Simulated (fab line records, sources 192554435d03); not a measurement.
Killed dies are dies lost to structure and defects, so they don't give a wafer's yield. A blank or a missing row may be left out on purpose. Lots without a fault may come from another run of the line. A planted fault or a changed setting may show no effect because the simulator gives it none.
fab line records | flow n5_finfet
record lots=7 wafers=21
route steps=1938 shown SDB@365 HKMG_FIN@402 MOL_CONTACT_COAG@535 BEOL_M0_SAQP@663 BEOL_M0@748 BEOL_M1@751 BEOL_M2@843
start_h: hours from the record's first day to the start of the lot's first wafer shown | wait_h: hours since the lot's step before | " the same as in the row above | L1.1+2: a row that stands for several wafers | - no value, or no start given | * or withheld: withheld | < > ~ a bound
route shown NAME@n: a module of which the file shows steps, and the number in the route of the first | usual: mean/standard deviation of fault-free wafers | same: alike in all rows | chamber/n: place in a boat | sites: the reading at each site | _std_site: their standard deviation | _edge_site: outer sites' mean less inner sites' | radius_mm: how far each site lies from the wafer's centre | mask NAME#n: copy n | behind: the tool/chamber that last shaped the wafer | hold: why the lot was held/for how many hours/how that ended | device: the transistor (n, p or np) that didn't switch | end of line: the same wafers' tests at the end of the route | a step without rows: its recipe alone | killed: dies lost to structure and defects at the first sort, not the wafer's yield | map: a wafer's dies, x killed, . not, _ none there
set.NAME: the setting as run; set.NAME@STEP: as run at that earlier step | model.NAME: the simulator's own value behind a step, which no gauge read
lots whose settings were changed on purpose; a table a step, a row a wafer
## steps
# step N5_SDB_STRIP_22
# recipe chemistry=N2/H2 power_w=1000 temp_c=250 h2_frac=0.65 overash_fraction=0.3 pressure_mtorr=withheld n2_flow_sccm=1750 h2_flow_sccm=3250
# usual oes_product_au=0.714/0.0049 strip_time_to_endpoint_s=96.2/0.43
# columns lot.wafer tool chamber start_h wait_h set.power_w oes_product_au strip_time_to_endpoint_s
L075.2 plasma_asher-02 1 75.07 0.1 1130 0.742 91.3
L075.5 " 1 " " 1000 0.718 96.3
L075.6 " 0 " " 1000 0.713 96.5
L081.1 plasma_asher-02 1 112.72 0.1 1000 0.706 95.8
L081.2 " 0 " " 909.8 0.687 100.3
L081.5 " 0 " " 909.8 0.687 100.2
L084.2 plasma_asher-01 1 129.03 0.1 900.5 0.685 100.5
L084.3 " 0 " " 900.5 0.690 100.9
L084.6 " 1 " " 1000 0.708 95.9
L086.2 plasma_asher-01 1 139.68 0.1 1000 0.710 96.3
L086.3 " 1 " " 1000 0.712 96.1
L086.6 " 1 " " 1000 0.707 96.0
L090.2 plasma_asher-02 1 162.76 0.1 836.8 0.680 104.0
L090.5 " 0 " " 1000 0.706 96.5
L090.6 " 1 " " 836.8 0.688 103.8
L091.2 plasma_asher-01 0 167.60 0.1 1000 0.712 96.5
L091.3 " 1 " " 1000 0.713 96.6
L091.5 " 0 " " 1000 0.720 96.9
L097.1 plasma_asher-01 1 203.03 0.1 1000 0.710 95.9
L097.2 " 0 " " 1000 0.721 96.5
L097.4 " 0 " " 1000 0.721 96.8
# step N5_HKMG_FIN_ETCH_54
# recipe chemistry=CF4 target=SiARC target_depth_a=455 mask_material=CAR-ArF time_s=75.8 ion_energy_ev=80 pressure_mtorr=40 source_w=545 bias_w=36 Ar_flow_sccm=100 cf4_flow_sccm=100 ends=cleared
# usual etch_rf_on_time_s=75.3/1.7 rf_vpp_V=184.0/1.3
# columns lot.wafer tool chamber start_h wait_h set.source_w etch_rf_on_time_s rf_vpp_V
L075.2 rie_diel-02 3 81.00 0.0 545 75.5 182.6
L075.5 " 2 " " 611.5 68.1 176.4
L075.6 " 3 " " 545 75.0 183.9
L081.1 rie_diel-03 0 118.41 0.0 545 76.6 184.0
L081.2 " 2 " " 466.5 88.2 194.3
L081.5 " 3 " " 545 76.7 182.5
L084.2 rie_diel-06 2 134.27 0.0 545 78.1 182.9
L084.3 " 0 " " 642.5 65.0 174.2
L084.6 " 1 " " 545 74.2 184.8
L086.2 rie_diel-03 0 145.04 0.0 545 75.1 183.9
L086.3 " 1 " " 545 73.0 183.7
L086.6 " 2 " " 545 75.8 182.4
L090.2 rie_diel-03 2 168.20 0.0 545 76.2 182.3
L090.5 " 1 " " 488.7 79.6 191.7
L090.6 " 3 " " 488.7 85.0 189.0
L091.2 rie_diel-02 2 172.90 0.0 545 75.1 183.4
L091.3 " 1 " " 545 77.1 183.0
L091.5 " 0 " " 545 73.3 185.1
L097.1 rie_diel-02 0 208.29 0.0 628 64.8 179.3
L097.2 " 1 " " 545 75.7 183.6
L097.4 " 3 " " 628 65.5 174.8
# step N5_MOL_CONTACT_COAG_CONTACT_ETCH_14
# recipe chemistry=C4F6/O2 target=SiO2 target_depth_a=275 overetch_a=85 mask_material=SOC pressure_mtorr=30 source_w=370 bias_w=185 Ar_flow_sccm=300 C4F6_flow_sccm=16 O2_flow_sccm=10 time_s=20 ion_energy_ev=259.6
# usual rf_vpp_V=693/3.5
# columns lot.wafer tool chamber start_h wait_h set.source_w rf_vpp_V
L075.2 rie_diel-06 2 97.45 0.0 370 696
L075.5 " 3 " " 370 694
L075.6 " 2 " " 370 697
L081.1 rie_diel-02 1 134.38 0.0 370 692
L081.2 " 3 " " 370 688
L081.5 " 1 " " 430 663
L084.2 rie_diel-02 2 149.91 0.0 370 692
L084.3 " 3 " " 370 688
L084.6 " 1 " " 370 692
L086.2 rie_diel-03 3 161.05 0.0 370 688
L086.3 " 0 " " 370 690
L086.6 " 0 " " 370 692
L090.2 rie_diel-02 3 183.87 0.0 370 688
L090.5 " 1 " " 370 691
L090.6 " 2 " " 370 691
L091.2 rie_diel-02 1 189.96 0.0 370 692
L091.3 " 3 " " 370 688
L091.5 " 0 " " 400.2 681
L097.1 rie_diel-03 3 224.61 0.0 370 687
L097.2 " 0 " " 370 690
L097.4 " 2 " " 370 688
# step N5_MOL_CONTACT_COAG_COAT_64
# recipe resist=underlayer temp_c=205 time_s=60 spin_rpm=1500 resist_thk_nm=10
# columns lot.wafer tool chamber start_h wait_h set.spin_rpm model.underlayer_of_MOL_CONTACT_COAG_COAT_64.thk_nm
L075.2 litho_track-04 0 - - 1500 10
L075.5+6 " 0 " " 1405 10.4
L081.1+5 litho_track-04 0 - - 1500 10
L081.2 " 0 " " 1642 9.6
L084.2+3+6 litho_track-03 0 - - 1500 10
L086.2+3+6 litho_track-03 0 - - 1500 10
L090.2+5+6 litho_track-01 0 - - 1500 10
L091.2+5 litho_track-01 0 - - 1346 10.6
L091.3 " 0 " " 1500 10
L097.1+2 litho_track-03 0 - - 1369 10.4
L097.4 " 0 " " 1500 10
# step N5_MOL_CONTACT_COAG_COAT_34
# recipe resist=CAR-EUV spin_rpm=1500 resist_thk_nm=40
# step N5_MOL_CONTACT_COAG_EBR_36
# recipe solvent=PGMEA ebr_width_mm=1.5
# step N5_MOL_CONTACT_COAG_DESCUM_45
# recipe chemistry=O2 time_s=7 source_power_w=50 bias_power_w=20 pressure_mtorr=20 rf_frequency_hz=2.712e+07 temp_c=40 resist=CAR-EUV o2_flow_sccm=225
# step N5_MOL_CONTACT_COAG_ETCH_65
# recipe chemistry=N2/H2 target=underlayer target_depth_a=130 mask_material=CAR-EUV time_s=10.4 ion_energy_ev=200 pressure_mtorr=30 source_w=840 bias_w=150 n2_flow_sccm=200 h2_flow_sccm=200 ends=cleared
# columns lot.wafer tool chamber start_h wait_h set.spin_rpm@MOL_CONTACT_COAG_COAT_64 model.CAR-EUV_of_MOL_CONTACT_COAG_COAT_34.thk_nm model.etch.depth_nm
L075.2 rie_diel-06 0 109.60 0.0 1500 25 10.01
L075.5 " 3 " " 1405 24.6 10.34
L075.6 " 0 " " 1405 24.4 10.34
L081.1 rie_diel-02 0 145.26 0.0 1500 24.8 9.972
L081.2 " 3 " " 1642 25.2 9.574
L081.5 " 2 " " 1500 24.8 9.995
L084.2 rie_diel-06 0 161.18 0.0 1500 24.8 9.991
L084.3 " 2 " " 1500 24.8 10.01
L084.6 " 2 " " 1500 24.8 9.996
L086.2 rie_diel-06 1 174.96 0.0 1500 24.6 9.933
L086.3 " 0 " " 1500 24.8 9.921
L086.6 " 2 " " 1500 24.8 9.952
L090.2 rie_diel-03 0 195.52 0.0 1500 24.4 9.997
L090.5 " 0 " " 1500 24.6 10.01
L090.6 " 1 " " 1500 24.4 10
L091.2 rie_diel-06 1 201.86 0.0 1346 23.8 10.55
L091.3 " 0 " " 1500 24.8 9.986
L091.5 " 2 " " 1346 24.2 10.54
L097.1 rie_diel-02 3 236.62 0.0 1369 23.8 10.49
L097.2 " 1 " " 1369 23.8 10.48
L097.4 " 0 " " 1500 24.4 10.02
# step N5_MOL_CONTACT_COAG_ETCH_66
# recipe chemistry=CF4 target=SiARC target_depth_a=130 mask_material=CAR-EUV time_s=21.7 ion_energy_ev=80 pressure_mtorr=40 source_w=545 bias_w=36 Ar_flow_sccm=100 cf4_flow_sccm=100 ends=cleared
# columns lot.wafer tool chamber start_h wait_h set.spin_rpm@MOL_CONTACT_COAG_COAT_64 model.CAR-EUV_of_MOL_CONTACT_COAG_COAT_34.thk_nm
L075.2 rie_diel-06 0 109.62 0.0 1500 17.2
L075.5+6 " 3,0 " " 1405 16.8
L081.1 rie_diel-02 0 145.28 0.0 1500 17.2
L081.2 " 3 " " 1642 17.4
L081.5 " 2 " " 1500 17
L084.2+3+6 rie_diel-06 0,2,2 161.20 0.0 1500 17.2
L086.2+6 rie_diel-06 1,2 174.98 0.0 1500 17
L086.3 " 0 " " 1500 17.2
L090.2+5+6 rie_diel-03 0,0,1 195.54 0.0 1500 16.8
L091.2 rie_diel-06 1 201.88 0.0 1346 16.2
L091.3 " 0 " " 1500 17.2
L091.5 " 2 " " 1346 16.6
L097.1+2 rie_diel-02 3,1 236.64 0.0 1369 16.2
L097.4 " 0 " " 1500 16.8
# step N5_BEOL_M0_SAQP_SPACER1_ALD_98
# recipe material=SiO2 target_thk_a=128 temp_c=300 ald_precursor_family=BDEAS ald_co_reactant=O2-plasma pulse_time_s=1 purge_time_s=2 co_reactant_purge_time_s=2 ald_cycles=138 pressure_torr=2
# columns lot.wafer tool chamber start_h wait_h set.ald_cycles model.SiO2_of_BEOL_M0_SAQP_SPACER1_ALD_98.thk_nm
L075.2+5+6 ald_sin-01 1,1,0 118.40 0.5 138 12.8
L081.1+2+5 ald_sin-01 2,0,2 152.61 0.3 138 12.8
L084.2+3+6 ald_sin-01 3,0,1 170.30 0.4 138 12.8
L086.2+3+6 ald_sin-04 1,2,1 183.82 1.0 138 12.8
L090.2+5 ald_sin-01 3,1 205.11 1.1 138 12.8
L090.6 " 0 " " 126 11.8
L091.2 ald_sin-02 0 210.71 0.3 138 12.8
L091.3+5 " 1,3 " " 146 13.6
L097.1+4 ald_sin-02 1,0 247.67 0.7 138 12.8
L097.2 " 2 " " 117 10.8
# step N5_BEOL_M0_SAQP_SPACER1_ETCHBACK_99
# recipe chemistry=CHF3/O2 mode=anisotropic_etchback target=SiO2 target_depth_a=154 time_s=7.7 pressure_mtorr=30 source_w=650 bias_w=170 Ar_flow_sccm=200 CHF3_flow_sccm=50 O2_flow_sccm=5 ion_energy_ev=200
# step N5_BEOL_M0_SAQP_MANDREL1_REMOVE_100
# recipe chemistry=HBr/Cl2/O2 bt_time_s=10 target=a-Si stop_on=SiNx endpoint=OES-SiCl over_etch_frac=0.85 icp_w=600 bias_w=30 HBr_flow_sccm=150 Cl2_flow_sccm=80 O2_flow_sccm=5 pressure_mtorr=10
# columns lot.wafer tool chamber start_h wait_h set.ald_cycles@BEOL_M0_SAQP_SPACER1_ALD_98 model.BEOL_M0_SAQP.cd_nm
L075.2+6 rie_si-03 1,2 119.03 0.1 138 12.6
L075.5 " 3 " " 138 12.8
L081.1+2+5 rie_si-05 2,0,2 153.18 0.1 138 12.8
L084.2+6 rie_si-05 0 170.88 0.1 138 12.8
L084.3 " 3 " " 138 13
L086.2 rie_si-05 2 184.39 0.1 138 12.8
L086.3+6 " 1 " " 138 12.6
L090.2 rie_si-04 2 205.68 0.1 138 12.6
L090.5 " 2 " " 138 12.8
L090.6 " 3 " " 126 12
L091.2 rie_si-05 1 211.27 0.1 138 12.8
L091.3 " 3 " " 146 13.6
L091.5 " 2 " " 146 13.4
L097.1+4 rie_si-03 0,1 248.51 0.1 138 12.8
L097.2 " 3 " " 117 10.8
# step N5_BEOL_M0_SAQP_CD_MEAS_25
# recipe target_cd_nm=13.1 landing_energy_ev=1000 detector=se_inlens
# usual cd_nm=12.78/0.24
# columns lot.wafer tool chamber start_h wait_h set.ald_cycles@BEOL_M0_SAQP_SPACER1_ALD_98 cd_nm
L075.2 cd_sem-01 0 119.15 0.1 138 12.68
L075.5 " 0 " " 138 12.58
L075.6 " 0 " " 138 12.92
L081.1 cd_sem-01 0 153.29 0.1 138 13.44
L081.2 " 0 " " 138 12.51
L081.5 " 0 " " 138 12.77
L084.2 cd_sem-02 0 171.00 0.1 138 12.89
L084.3 " 0 " " 138 12.49
L084.6 " 0 " " 138 12.68
L086.2 cd_sem-01 0 184.50 0.1 138 13.03
L086.3 " 0 " " 138 12.84
L086.6 " 0 " " 138 12.40
L090.2 cd_sem-03 0 205.79 0.1 138 12.76
L090.5 " 0 " " 138 12.77
L090.6 " 0 " " 126 11.77
L091.2 cd_sem-01 0 211.38 0.1 138 12.70
L091.3 " 0 " " 146 13.48
L091.5 " 0 " " 146 13.65
L097.1 cd_sem-01 0 248.62 0.1 138 12.60
L097.2 " 0 " " 117 10.93
L097.4 " 0 " " 138 13.00
# step N5_BEOL_M0_SAQP_ETCH_107
# recipe chemistry=CH3F/O2 target=SiNx target_depth_a=300 mask_material=SOC pressure_mtorr=30 source_w=395 bias_w=73 Ar_flow_sccm=150 CH3F_flow_sccm=30 O2_flow_sccm=20 ion_energy_ev=120
# usual rf_vpp_V=294/5
# columns lot.wafer tool chamber start_h wait_h set.bias_w rf_vpp_V model.BEOL_M0_SAQP.feature_depth_nm
L075.2 rie_diel-05 0 120.48 0.0 73 296 30
L075.5 " 3 " " 73 291 30.2
L075.6 " 0 " " 64.87 268 28.8
L081.1 rie_diel-04 3 154.05 0.0 83.91 335 31.2
L081.2 " 0 " " 73 300 30.2
L081.5 " 1 " " 73 296 30
L084.2 rie_diel-04 1 171.76 0.0 73 296 29.8
L084.3 " 2 " " 73 284 29.6
L084.6 " 0 " " 73 302 29.8
L086.2 rie_diel-05 3 185.37 0.0 73 290 30.4
L086.3 " 1 " " 73 295 30.2
L086.6 " 1 " " 73 297 30.4
L090.2 rie_diel-04 1 206.55 0.0 76.47 307 30.6
L090.5 " 2 " " 76.47 294 30.2
L090.6 " 3 " " 73 299 29.8
L091.2 rie_diel-05 2 212.20 0.0 73 292 30.6
L091.3 " 1 " " 61.24 257 28.4
L091.5 " 1 " " 73 298 30.2
L097.1 rie_diel-05 3 249.73 0.0 82.66 323 31.2
L097.2 " 1 " " 73 296 30.2
L097.4 " 2 " " 82.66 323 31.4
# step N5_BEOL_M0_DEP_125
# recipe material=SiCN target_thk_a=80 temp_c=withheld precursor=3MS/NH3 pressure_torr=3 rf_w=202 time_s=14
# columns lot.wafer tool chamber start_h wait_h set.time_s model.SiCN_of_BEOL_M0_DEP_125.thk_nm
L075.2 pecvd-03 0 131.86 0.0 14 8
L075.5+6 " 2,0 " " 14.91 8.6
L081.1 pecvd-01 1 164.69 0.0 14 8
L081.2 " 2 " " 14 8.2
L081.5 " 2 " " 16.01 9.4
L084.2 pecvd-03 2 184.36 0.0 12.86 7.4
L084.3 " 1 " " 12.86 7.2
L084.6 " 0 " " 14 8
L086.2+3+6 pecvd-02 2,0,1 195.34 0.0 14 7.8
L090.2 pecvd-03 0 216.79 0.0 14 8
L090.5+6 " 1,0 " " 14 8.2
L091.2 pecvd-03 1 224.43 0.0 14 8
L091.3+5 " 0,2 " " 15.75 8.8
L097.1+2 pecvd-02 0,1 258.15 0.0 12.2 7
L097.4 " 0 " " 12.2 7.2
# step N5_BEOL_M1_ILD_DEP_00
# recipe material=SiOC target_thk_a=790 temp_c=350 precursor=DEMS/O2 pressure_torr=5 rf_w=500 time_s=15.3
# columns lot.wafer tool chamber start_h wait_h set.time_s model.SiOC_of_BEOL_M1_ILD_DEP_00.thk_nm
L075.2 pecvd-04 0 131.99 0.0 13.97 71.2
L075.5 " 1 " " 15.3 78.8
L075.6 " 0 " " 13.97 72
L081.1 pecvd-02 0 164.82 0.0 16.76 85.2
L081.2 " 2 " " 15.3 79.2
L081.5 " 2 " " 15.3 81.2
L084.2 pecvd-03 1 184.49 0.0 15.3 77.4
L084.3 " 2 " " 15.3 77.2
L084.6 " 1 " " 16.25 83.4
L086.2 pecvd-04 0 195.47 0.0 15.3 77.2
L086.3 " 0 " " 15.3 78.6
L086.6 " 1 " " 15.3 79.2
L090.2 pecvd-02 2 216.92 0.0 15.3 79.4
L090.5 " 1 " " 15.3 79.8
L090.6 " 0 " " 17.42 91.4
L091.2+3 pecvd-02 0,1 224.55 0.0 15.3 78.4
L091.5 " 2 " " 15.93 83.8
L097.1 pecvd-03 1 258.28 0.0 15.3 78
L097.2 " 2 " " 15.3 76.8
L097.4 " 2 " " 16.36 83.4
# step N5_BEOL_M1_THK_MEAS_01
# recipe reads=SiOC_of_BEOL_M1_ILD_DEP_00
# usual M1_ILD_THK=79.0/1.1
# columns lot.wafer tool chamber start_h wait_h set.time_s@BEOL_M1_ILD_DEP_00 M1_ILD_THK[nm]
L075.2 film_metro-01 - 132.07 0.1 13.97 71.2
L075.5 " - " " 15.3 78.7
L075.6 " - " " 13.97 72.0
L081.1 film_metro-02 - 164.89 0.0 16.76 85.1
L081.2 " - " " 15.3 79.2
L081.5 " - " " 15.3 81.3
L084.2 film_metro-01 - 184.56 0.1 15.3 77.3
L084.3 " - " " 15.3 77.2
L084.6 " - " " 16.25 83.3
L086.2 film_metro-01 - 195.56 0.1 15.3 77.3
L086.3 " - " " 15.3 78.6
L086.6 " - " " 15.3 79.1
L090.2 film_metro-02 - 216.99 0.1 15.3 79.5
L090.5 " - " " 15.3 79.8
L090.6 " - " " 17.42 91.3
L091.2 film_metro-01 - 224.62 0.1 15.3 78.5
L091.3 " - " " 15.3 78.5
L091.5 " - " " 15.93 83.7
L097.1 film_metro-02 - 258.35 0.0 15.3 78.1
L097.2 " - " " 15.3 76.7
L097.4 " - " " 16.36 83.4
# step N5_BEOL_M1_COAT_73
# recipe resist=underlayer temp_c=205 time_s=60 spin_rpm=1500 resist_thk_nm=5
# columns lot.wafer tool chamber start_h wait_h set.spin_rpm
L075.2+6 litho_track-05 0 - - 1500
L075.5 " 0 " " 1434
L081.1+2+5 litho_track-03 0 - - 1500
L084.2+6 litho_track-03 0 - - 1500
L084.3 " 0 " " 1563
L086.2+3+6 litho_track-01 0 - - 1500
L090.2+5+6 litho_track-05 0 - - 1500
L091.2+5 litho_track-03 0 - - 1500
L091.3 " 0 " " 1412
L097.1+4 litho_track-03 0 - - 1607
L097.2 " 0 " " 1500
# step N5_BEOL_M1_COAT_05
# recipe resist=CAR-EUV spin_rpm=1500 resist_thk_nm=30
# step N5_BEOL_M1_EBR_07
# recipe solvent=PGMEA ebr_width_mm=1.5
# step N5_BEOL_M1_DESCUM_16
# recipe chemistry=O2 time_s=7 source_power_w=50 bias_power_w=20 pressure_mtorr=20 rf_frequency_hz=2.712e+07 temp_c=40 resist=CAR-EUV o2_flow_sccm=225
# step N5_BEOL_M1_ETCH_74
# recipe chemistry=N2/H2 target=underlayer target_depth_a=65 mask_material=CAR-EUV time_s=5.2 ion_energy_ev=200 pressure_mtorr=30 source_w=840 bias_w=150 n2_flow_sccm=200 h2_flow_sccm=200 ends=cleared
# columns lot.wafer tool chamber start_h wait_h set.spin_rpm@BEOL_M1_COAT_73 model.etch.depth_nm
L075.2 rie_diel-05 2 134.25 0.0 1500 5.001
L075.5 " 0 " " 1434 5.113
L075.6 " 3 " " 1500 4.996
L081.1+2 rie_diel-05 2,0 165.77 0.0 1500 5.009
L081.5 " 0 " " 1500 5.018
L084.2 rie_diel-05 0 187.25 0.0 1500 5.001
L084.3 " 3 " " 1563 4.881
L084.6 " 3 " " 1500 4.993
L086.2 rie_diel-01 2 197.74 0.0 1500 5.003
L086.3 " 1 " " 1500 5.001
L086.6 " 2 " " 1500 5.01
L090.2+5 rie_diel-01 2 225.75 0.0 1500 5.01
L090.6 " 1 " " 1500 5.007
L091.2 rie_diel-05 2 226.41 0.0 1500 4.996
L091.3 " 0 " " 1412 5.144
L091.5 " 3 " " 1500 4.987
L097.1 rie_diel-01 3 260.26 0.0 1607 4.826
L097.2 " 0 " " 1500 5.005
L097.4 " 3 " " 1607 4.835
# step N5_BEOL_M2_PECVD_72
# recipe material=SiO2 target_thk_a=160 temp_c=400 precursor=TEOS/O2 pressure_torr=5.5 rf_w=450 teos_flow_sccm=53.8 gas=O2 flow_sccm=3000 time_s=18
# columns lot.wafer tool chamber start_h wait_h set.temp_c model.SiO2_of_BEOL_M2_PECVD_72.thk_nm
L075.2 pecvd-02 0 157.03 0.0 385.7 17
L075.5 " 2 " " 385.7 17.2
L075.6 " 1 " " 400 16
L081.1 pecvd-02 2 185.47 0.0 400 15.6
L081.2 " 1 " " 390.3 16.6
L081.5 " 2 " " 400 15.8
L084.2+3 pecvd-01 0 209.26 0.0 400 16.4
L084.6 " 1 " " 400 16
L086.2+3 pecvd-04 1,2 212.66 0.0 400 16
L086.6 " 1 " " 400 16.2
L090.2 pecvd-04 1 249.82 0.0 413.3 14.4
L090.5 " 1 " " 400 15.8
L090.6 " 2 " " 400 16
L091.2 pecvd-01 1 252.80 0.0 400 15.6
L091.3 " 2 " " 392.5 16.8
L091.5 " 2 " " 400 16.2
L097.1 pecvd-01 2 278.93 0.0 400 16
L097.2 " 0 " " 390.5 17
L097.4 " 2 " " 390.5 17.4
## key
split step=N5_SDB_STRIP_22 setting=power_w stated=1000 by=wafer
response step=N5_SDB_STRIP_22 reading=oes_product_au change=+0.00173 per=1% r=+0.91
response step=N5_SDB_STRIP_22 reading=strip_time_to_endpoint_s change=* per=1% r=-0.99
split step=N5_HKMG_FIN_ETCH_54 setting=source_w stated=545 by=wafer
response step=N5_HKMG_FIN_ETCH_54 reading=etch_rf_on_time_s change=* per=1% r=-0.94
response step=N5_HKMG_FIN_ETCH_54 reading=rf_vpp_V change=-0.591 per=1% r=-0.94
split step=N5_MOL_CONTACT_COAG_CONTACT_ETCH_14 setting=source_w stated=370 by=wafer
response step=N5_MOL_CONTACT_COAG_CONTACT_ETCH_14 reading=rf_vpp_V change=-1.57 per=1% r=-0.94
split step=N5_MOL_CONTACT_COAG_COAT_64 setting=spin_rpm stated=1500 by=wafer
response step=N5_MOL_CONTACT_COAG_COAT_64 reading=model.underlayer_of_MOL_CONTACT_COAG_COAT_64.thk_nm change=-0.0513 per=1% r=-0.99
response step=N5_MOL_CONTACT_COAG_ETCH_65 reading=model.CAR-EUV_of_MOL_CONTACT_COAG_COAT_34.thk_nm change=+0.0655 per=1% r=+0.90
response step=N5_MOL_CONTACT_COAG_ETCH_65 reading=model.etch.depth_nm change=-0.0506 per=1% r=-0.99
response step=N5_MOL_CONTACT_COAG_ETCH_66 reading=model.CAR-EUV_of_MOL_CONTACT_COAG_COAT_34.thk_nm change=+0.0605 per=1% r=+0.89
split step=N5_BEOL_M0_SAQP_SPACER1_ALD_98 setting=ald_cycles stated=138 by=wafer
response step=N5_BEOL_M0_SAQP_SPACER1_ALD_98 reading=model.SiO2_of_BEOL_M0_SAQP_SPACER1_ALD_98.thk_nm change=+0.128 per=1% r=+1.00
response step=N5_BEOL_M0_SAQP_MANDREL1_REMOVE_100 reading=model.BEOL_M0_SAQP.cd_nm change=+0.119 per=1% r=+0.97
response step=N5_BEOL_M0_SAQP_CD_MEAS_25 reading=cd_nm change=+0.124 per=1% r=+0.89
split step=N5_BEOL_M0_SAQP_ETCH_107 setting=bias_w stated=73 by=wafer
response step=N5_BEOL_M0_SAQP_ETCH_107 reading=rf_vpp_V change=+2.26 per=1% r=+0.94
response step=N5_BEOL_M0_SAQP_ETCH_107 reading=model.BEOL_M0_SAQP.feature_depth_nm change=+0.1 per=1% r=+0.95
split step=N5_BEOL_M0_DEP_125 setting=time_s stated=14 by=wafer
response step=N5_BEOL_M0_DEP_125 reading=model.SiCN_of_BEOL_M0_DEP_125.thk_nm change=+0.0813 per=1% r=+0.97
split step=N5_BEOL_M1_ILD_DEP_00 setting=time_s stated=15.3 by=wafer
response step=N5_BEOL_M1_ILD_DEP_00 reading=model.SiOC_of_BEOL_M1_ILD_DEP_00.thk_nm change=+0.813 per=1% r=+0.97
response step=N5_BEOL_M1_THK_MEAS_01 reading=M1_ILD_THK change=+0.804 per=1% r=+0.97
split step=N5_BEOL_M1_COAT_73 setting=spin_rpm stated=1500 by=wafer
response step=N5_BEOL_M1_ETCH_74 reading=model.etch.depth_nm change=-0.0256 per=1% r=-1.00
split step=N5_BEOL_M2_PECVD_72 setting=temp_c stated=400 by=wafer
response step=N5_BEOL_M2_PECVD_72 reading=model.SiO2_of_BEOL_M2_PECVD_72.thk_nm change=-0.402 per=1% r=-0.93
